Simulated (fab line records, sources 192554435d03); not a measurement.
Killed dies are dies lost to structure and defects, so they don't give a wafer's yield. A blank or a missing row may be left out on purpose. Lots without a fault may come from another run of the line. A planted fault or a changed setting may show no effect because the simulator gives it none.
fab line records | flow n5_finfet
record lots=7 wafers=21 last_day=17
route steps=1938 shown STI_FIN_REVEAL@192 BEOL_M4@1111 PASSIVATION@1936
lots that met no fault: from a run of the same line without faults
start_h: hours from the record's first day to the start of the lot's first wafer shown | wait_h: hours since the lot's step before | " the same as in the row above | L1.1+2: a row that stands for several wafers | - no value, or no start given | * or withheld: withheld | < > ~ a bound
route shown NAME@n: a module of which the file shows steps, and the number in the route of the first | usual: mean/standard deviation of fault-free wafers | same: alike in all rows | chamber/n: place in a boat | sites: the reading at each site | _std_site: their standard deviation | _edge_site: outer sites' mean less inner sites' | radius_mm: how far each site lies from the wafer's centre | mask NAME#n: copy n | behind: the tool/chamber that last shaped the wafer | hold: why the lot was held/for how many hours/how that ended | device: the transistor (n, p or np) that didn't switch | end of line: the same wafers' tests at the end of the route | a step without rows: its recipe alone | killed: dies lost to structure and defects at the first sort, not the wafer's yield | map: a wafer's dies, x killed, . not, _ none there
set.NAME: the setting as run; set.NAME@STEP: as run at that earlier step | model.NAME: the simulator's own value behind a step, which no gauge read
lots at some steps of the route; a table a step, a row a wafer
services: from which hour (start_h, from the record's first day; less than 0 if before it) a tool's chamber was out of use, for how many hours, and why
## steps
# step N5_STI_FIN_REVEAL_PRECLEAN_25
# recipe chemistry=SPM time_s=90 temp_c=120 mix=4:1
# step N5_STI_FIN_REVEAL_PRECLEAN_26
# recipe chemistry=SC1 time_s=45 temp_c=46 mix=1:2:100
# step N5_STI_FIN_REVEAL_PRECLEAN_29
# recipe chemistry=DHF time_s=30 temp_c=25 dilution=300:1
# step N5_STI_FIN_REVEAL_SRD_12
# recipe time_s=30 temp_c=23 rinse_liquid=diw dry=ipa_marangoni
# step N5_STI_FIN_REVEAL_RECESS_09
# recipe chemistry=HF/NH3 target=SiO2 afs_cycles=11 target_depth_a=425 temp_c=30 sublimation_temp_c=180 sublimation_time_s=60
# usual drypump_motor_current_A=5.7/0.33
# columns lot.wafer tool chamber start_h wait_h drypump_motor_current_A
L274.4 vapor_etch-02 1 67.51 0.6 5.4
L274.5 " 0 " " 5.6
L274.6 " 1 " " 5.4
L282.1 vapor_etch-02 1 113.90 0.0 5.4
L282.2 " 0 " " 5.5
L282.4 " 0 " " 5.6
L285.2 vapor_etch-02 1 132.08 0.0 5.4
L285.4 " 0 " " 5.6
L285.6 " 0 " " 5.6
L286.2 vapor_etch-02 1 136.65 0.0 5.4
L286.3 " 0 " " 5.6
L286.4 " 1 " " 5.4
L288.3 vapor_etch-02 1 150.15 0.6 5.4
L288.5 " 1 " " 5.4
L288.6 " 0 " " 5.6
L290.2 vapor_etch-02 1 161.57 0.0 5.4
L290.3 " 0 " " 5.6
L290.5 " 1 " " 5.4
L291.1 vapor_etch-02 0 167.59 0.0 5.6
L291.3 " 1 " " 5.4
L291.5 " 1 " " 5.4
# step N5_STI_FIN_REVEAL_STRIP_16
# recipe chemistry=H3PO4 material=SiNx temp_c=165 target_depth_a=238 overetch_fraction=0.4964 dry=ipa_marangoni
# step N5_STI_FIN_REVEAL_PRECLEAN_17
# recipe chemistry=NF3:NH3 afs_cycles=1 temp_c=30 time_s=20 sublimation_temp_c=180 sublimation_time_s=60 pressure_torr=3 rf_power_w=30
# step N5_STI_FIN_REVEAL_ETCH_34
# recipe chemistry=H2 mode=isotropic material=Si target=Si target_depth_a=9.7 temp_c=20 pressure_mtorr=4.5 icp_w=300 bias_w=0 h2_flow_sccm=7.5 he_flow_sccm=142.5
# usual chamber_pressure_mTorr=4.500/0.004 drypump_motor_current_A=5.8/0.46 he_backside_leak_sccm=2.8/0.35 oes_product_au=1.006/0.014 throttle_valve_pct=25.8/0.48
# columns lot.wafer tool chamber start_h wait_h chamber_pressure_mTorr drypump_motor_current_A he_backside_leak_sccm oes_product_au rf_hours_counter_h throttle_valve_pct
L274.4 rie_si-02 1 69.12 0.1 4.499 6.3 3.2 0.997 152 24.9
L274.5 " 1 " " 4.503 6.3 3.3 0.998 - 24.9
L274.6 " 0 " " 4.504 5.3 2.8 0.991 - 26.4
L282.1 rie_si-04 1 116.00 0.2 4.507 6.5 2.5 1.012 63 26.6
L282.2 " 0 " " 4.496 5.8 2.5 1.003 24 25.8
L282.4 " 2 " " 4.494 5.7 2.4 1.012 75 25.6
L285.2 rie_si-04 3 134.23 0.1 4.496 6.0 3.1 1.000 195 25.7
L285.4 " 0 " " 4.502 5.8 2.5 0.991 - 25.8
L285.6 " 1 " " 4.501 6.5 2.5 1.015 - 26.6
L286.2 rie_si-06 0 138.77 0.1 4.499 6.2 2.4 1.022 8 26.0
L286.3 " 3 " " 4.500 4.9 2.7 1.005 44 25.8
L286.4 " 2 " " 4.502 5.1 2.7 0.993 78 25.6
L288.3 rie_si-04 1 151.71 0.1 4.498 6.5 2.3 1.009 64 26.6
L288.5 " 1 " " 4.500 6.5 2.6 1.010 - 26.6
L288.6 " 2 " " 4.503 5.8 2.4 1.003 - 25.6
L290.2 rie_si-04 1 163.66 0.1 4.498 6.5 2.4 1.008 64 26.6
L290.3 " 0 " " 4.496 5.8 2.3 0.992 25 25.8
L290.5 " 2 " " 4.503 5.8 2.3 1.005 - 25.6
L291.1 rie_si-06 1 169.68 0.2 4.495 5.9 2.9 1.012 122 25.2
L291.3 " 0 " " 4.501 6.2 2.4 1.022 9 26.0
L291.5 " 2 " " 4.495 5.1 2.9 0.982 - 25.6
# step N5_STI_FIN_REVEAL_OXIDATION_31
# recipe chemistry=O2_PLASMA_REMOTE temp_c=150 time_s=20 pressure_mtorr=1000 source_power_w=2000 o2_flow_sccm=3000
# usual chamber_pressure_mTorr=1000.1/0.87 drypump_motor_current_A=5.7/0.58 heater_power_w=140/9.3 temp_c=150.04/0.15 temp_c_max=150.9/0.34
# columns lot.wafer tool chamber start_h wait_h chamber_pressure_mTorr drypump_motor_current_A heater_power_w rf_hours_counter_h temp_c temp_c_max
L274.4 plasma_asher-01 1 69.20 0.1 1000.8 4.7 139 - 149.94 151.1
L274.5 " 1 " " 999.1 4.7 138 - 150.07 151.8
L274.6 " 0 " " 1000.1 5.7 140 - 149.77 151.1
L282.1 plasma_asher-02 0 116.06 0.0 1000.1 6.4 129 43 150.06 150.8
L282.2 " 1 " " 1000.9 5.5 150 43 150.24 150.7
L282.4 " 1 " " 1000.9 5.5 150 - 150.04 150.7
L285.2 plasma_asher-02 0 134.29 0.0 1001.6 6.4 132 47 149.80 150.7
L285.4 " 0 " " 1002.7 6.4 128 - 150.32 150.9
L285.6 " 1 " " 999.9 5.5 153 - 149.98 150.5
L286.2 plasma_asher-02 0 138.83 0.0 1001.1 6.4 134 47 149.62 150.4
L286.3 " 1 " " 999.5 5.5 155 - 150.09 150.5
L286.4 " 0 " " 1001.6 6.4 131 - 149.71 150.4
L288.3 plasma_asher-02 0 151.79 0.1 999.9 6.4 130 - 150.23 150.9
L288.5 " 0 " " 1000.9 6.4 129 - 150.00 150.7
L288.6 " 1 " " 999.5 5.5 154 - 150.10 150.6
L290.2 plasma_asher-02 1 163.72 0.0 999.5 5.5 149 55 150.07 150.7
L290.3 " 0 " " 1000.7 6.4 130 - 150.18 150.7
L290.5 " 0 " " 999.8 6.4 132 - 150.06 150.7
L291.1 plasma_asher-02 1 169.74 0.0 999.2 5.5 153 56 149.95 150.4
L291.3 " 0 " " 1000.2 6.4 126 - 150.18 150.9
L291.5 " 1 " " 999.1 5.5 148 - 149.93 150.5
# step N5_STI_FIN_REVEAL_PRECLEAN_32
# recipe chemistry=NF3:NH3 afs_cycles=1 temp_c=30 time_s=20 sublimation_temp_c=180 sublimation_time_s=60 pressure_torr=3 rf_power_w=30
# step N5_STI_FIN_REVEAL_STRIP_35
# recipe chemistry=H3PO4 material=Si3N4 temp_c=165 target_depth_a=40 time_s=39
# step N5_STI_FIN_REVEAL_SRD_21
# recipe dry=ipa_marangoni time_s=30 temp_c=23 rinse_liquid=diw
# step N5_STI_FIN_REVEAL_OXIDATION_33
# recipe chemistry=O2_PLASMA_REMOTE temp_c=150 time_s=20 pressure_mtorr=1000 source_power_w=2000 o2_flow_sccm=3000
# usual chamber_pressure_mTorr=999.9/0.85 drypump_motor_current_A=5.6/0.59 heater_power_w=140/9.1 temp_c=150.00/0.16 temp_c_max=150.9/0.38
# columns lot.wafer tool chamber start_h wait_h chamber_pressure_mTorr drypump_motor_current_A heater_power_w rf_hours_counter_h temp_c temp_c_max
L274.4 plasma_asher-02 1 69.55 0.0 999.6 5.5 150 - 149.88 150.4
L274.5 " 0 " " 1001.7 6.4 132 - 150.12 150.7
L274.6 " 1 " " 999.0 5.5 150 - 149.97 150.6
L282.1 plasma_asher-02 1 116.41 0.0 1002.1 5.5 154 43 149.97 150.5
L282.2 " 0 " " 1001.3 6.4 132 43 149.95 150.6
L282.4 " 1 " " 999.7 5.5 153 - 150.00 150.5
L285.2 plasma_asher-02 0 134.64 0.0 999.2 6.4 126 47 147.97 148.9
L285.4 " 1 " " 998.7 5.6 151 - 148.05 148.6
L285.6 " 0 " " 999.3 6.4 125 - 148.14 148.9
L286.2 plasma_asher-02 1 139.35 0.0 1000.3 5.5 151 47 148.22 148.7
L286.3 " 0 " " 999.4 6.4 124 - 148.29 149.2
L286.4 " 1 " " 999.0 5.5 149 - 148.08 148.5
L288.3 plasma_asher-02 1 152.34 0.2 1000.8 5.5 149 - 148.04 148.7
L288.5 " 1 " " 1000.1 5.5 152 - 148.30 148.9
L288.6 " 0 " " 998.4 6.4 127 - 148.08 148.8
L290.2 plasma_asher-01 1 164.07 0.0 1001.2 4.7 134 101 149.91 151.1
L290.3 " 1 " " 999.3 4.7 135 - 150.18 151.2
L290.5 " 1 " " 1000.2 4.7 137 - 150.04 151.1
L291.1 plasma_asher-01 1 170.10 0.0 1000.2 4.7 137 102 149.77 150.9
L291.3 " 0 " " 1001.7 5.8 138 - 150.20 151.1
L291.5 " 0 " " 998.9 5.7 142 - 150.15 151.7
# step N5_STI_FIN_REVEAL_CLEAN_19
# recipe chemistry=O3/DIW temp_c=25 time_s=120 o3_ppm=10
# step N5_BEOL_M4_RC_MEAS_101
# usual DIBL_N=36.4/1.5 DIBL_P=36.6/1.9 IOFF_N=0.155/0.021 IOFF_P=0.211/0.028 ION_N=671/8.6 ION_P=462/5.8 SS_N=71.5/0.5 SS_P=73.4/0.58 VT_N=250.1/2.4 VT_P=-250.1/3
# columns lot.wafer tool chamber start_h wait_h DIBL_N[mV/V] DIBL_P[mV/V] IOFF_N[nA/um] IOFF_P[nA/um] ION_N[uA/um] ION_P[uA/um] SS_N[mV/dec] SS_P[mV/dec] VT_N[mV] VT_P[mV]
L274.4 prober-01 0 191.08 0.5 34.7 35.2 0.135 0.227 659 461 71.0 73.1 252.8 -248.1
L274.5 " 0 " " 33.6 33.5 0.119 0.195 660 462 71.0 72.6 255.6 -248.2
L274.6 " 0 " " 33.8 33.9 0.128 0.205 658 452 70.2 72.9 253.1 -251.0
L282.1 prober-01 0 244.20 0.0 36.8 35.1 0.138 0.189 666 460 71.4 72.8 250.7 -253.3
L282.2 " 0 " " 37.1 35.7 0.148 0.196 671 460 71.5 72.9 251.4 -253.0
L282.4 " 0 " " 36.1 34.0 0.129 0.175 666 456 70.4 72.6 252.9 -252.5
L286.2 prober-01 0 268.82 0.2 39.6 40.0 0.204 0.262 674 463 72.3 74.1 247.4 -249.2
L286.3 " 0 " " 39.7 40.1 0.207 0.264 677 464 72.4 73.9 245.1 -248.4
L286.4 " 0 " " 39.0 38.8 0.195 0.249 670 463 72.1 73.7 247.7 -248.9
L285.2 prober-01 0 273.91 0.2 37.2 36.8 0.154 0.223 671 461 72.1 73.7 250.4 -249.1
L285.4 " 0 " " 35.3 34.4 0.115 0.188 653 455 71.2 72.6 255.8 -250.5
L285.6 " 0 " " 38.1 37.9 0.163 0.245 662 461 72.1 73.5 250.0 -247.2
L288.3 prober-01 0 280.74 0.3 35.4 35.3 0.145 0.182 667 459 71.4 72.3 249.6 -251.7
L288.5 " 0 " " 37.2 37.7 0.172 0.208 676 463 71.4 73.2 248.2 -250.0
L288.6 " 0 " " 36.6 36.9 0.163 0.200 673 460 71.6 73.7 248.4 -251.6
L291.1 prober-01 0 297.26 0.0 35.2 35.6 0.151 0.193 671 461 72.0 72.9 250.0 -251.9
L291.3 " 0 " " 34.2 34.3 0.145 0.181 672 460 71.6 72.7 252.7 -252.8
L291.5 " 0 " " 33.5 33.9 0.131 0.171 664 457 71.2 72.7 252.5 -252.1
L290.2 prober-01 0 303.97 0.2 38.0 39.2 0.164 0.232 663 458 72.0 74.1 253.2 -247.9
L290.3 " 0 " " 38.0 39.1 0.172 0.229 680 469 71.4 73.5 248.9 -248.7
L290.5 " 0 " " 39.2 40.8 0.197 0.266 677 465 71.9 74.4 247.6 -245.2
# step N5_PASSIVATION_PROBE_49
# usual defect_limited_yield=91.5/1.4 killed_at_M0_to_M3=33/10 killed_at_M4_up=13/5 killed_at_contacts=13/5.6 killed_at_front_end=38/12 killed_at_other=3.9/2.7 killed_dies=100/16 killed_open=66/13 killed_short=32/7.2 sort_bin_5_function=5.0/0.97 sort_bin_6_memory=3.2/0.61 sort_n_pass=1080/16 sort_yield_pct=91.5/1.4
# same gross_dies=1180 killed_at_back_side=0 sort_bin_4_leakage[%]=0 sort_bin_8_speed[%]=0
# columns lot.wafer tool chamber start_h wait_h defect_limited_yield[%] killed_at_M0_to_M3 killed_at_M4_up killed_at_contacts killed_at_front_end killed_at_other killed_dies killed_open killed_short sort_bin_5_function[%] sort_bin_6_memory[%] sort_n_pass sort_yield_pct[%]
L291.1 prober-01 - 400.67 0.0 91.6 31 10 19 37 2 99 62 36 4.6 3.4 1081 91.6
L291.3 prober-01 - 400.77 0.1 89.1 40 24 17 46 2 129 88 36 5.8 4.2 1051 89.1
L291.5 prober-01 - 400.87 0.2 90.1 38 10 16 49 4 117 84 33 6.0 3.6 1063 90.1
# killed by level:class
L291.1 MOL_CONTACT_COAG:geometric_particle:open=17 FIN_SAQP:geometric_particle:short=11 BEOL_M0_SAQP:geometric_particle:open=11 BEOL_M3:geometric_particle:open=7 GATE_CUT:geometric_particle:short=6 STI_FIN_REVEAL:geometric_particle:open=5 FIN_SAQP:geometric_particle:open=4 BEOL_M1:geometric_particle:open=4
L291.3 MOL_CONTACT_COAG:geometric_particle:open=15 BEOL_M4:geometric_particle:open=15 FIN_SAQP:geometric_particle:open=13 BEOL_M3:geometric_particle:open=12 STI_FIN_REVEAL:geometric_particle:open=8 BEOL_M0_SAQP:geometric_particle:short=7 BEOL_M1:geometric_particle:open=7 BEOL_M0_SAQP:geometric_particle:open=6
L291.5 MOL_CONTACT_COAG:geometric_particle:open=13 FIN_SAQP:geometric_particle:open=12 STI_FIN_REVEAL:geometric_particle:open=10 BEOL_M3:geometric_particle:open=10 BEOL_M0_SAQP:geometric_particle:open=9 FIN_SAQP:geometric_particle:short=8 BEOL_M2:geometric_particle:open=8 DUMMY_GATE:geometric_particle:open=5
## services
# columns tool chamber start_h hours kind
plasma_asher-01 - 44.59 4.1 repair
rie_si-04 - 85.43 28.1 pm
rie_si-04 2 123.26 19.5 repair
rie_si-04 3 142.75 - clean
rie_si-04 3 142.75 18.2 scheduled_down
rie_si-04 3 142.75 18.2 vent_cycle
plasma_asher-01 - 151.40 9.6 repair
rie_si-02 - 153.92 14.6 pm
## key
first_sign step=N5_STI_FIN_REVEAL_OXIDATION_33 reading=temp_c direction=down sigmas=12 usual=* struck=*
effect step=N5_STI_FIN_REVEAL_OXIDATION_33 reading=temp_c_max direction=down sigmas=5.5 usual=* struck=*
met_at N5_STI_FIN_REVEAL_OXIDATION_33
struck_wafers L285.2,L285.4,L285.6,L286.2,L286.3,L286.4,L288.3,L288.5,L288.6
rows_end L285.2,L285.4,L285.6,L288.3,L288.5,L288.6
onset_between 116.41 134.64
fault kind=process_parameter_drift tool=plasma_asher-02 chamber=- onset_h=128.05 steps=N5_STI_FIN_REVEAL_OXIDATION_33 channel=temp_c offset=* shape=step acts_in=* stated=*
# rows_end: these wafers met a further fault down the route, and their rows from its step on are left out
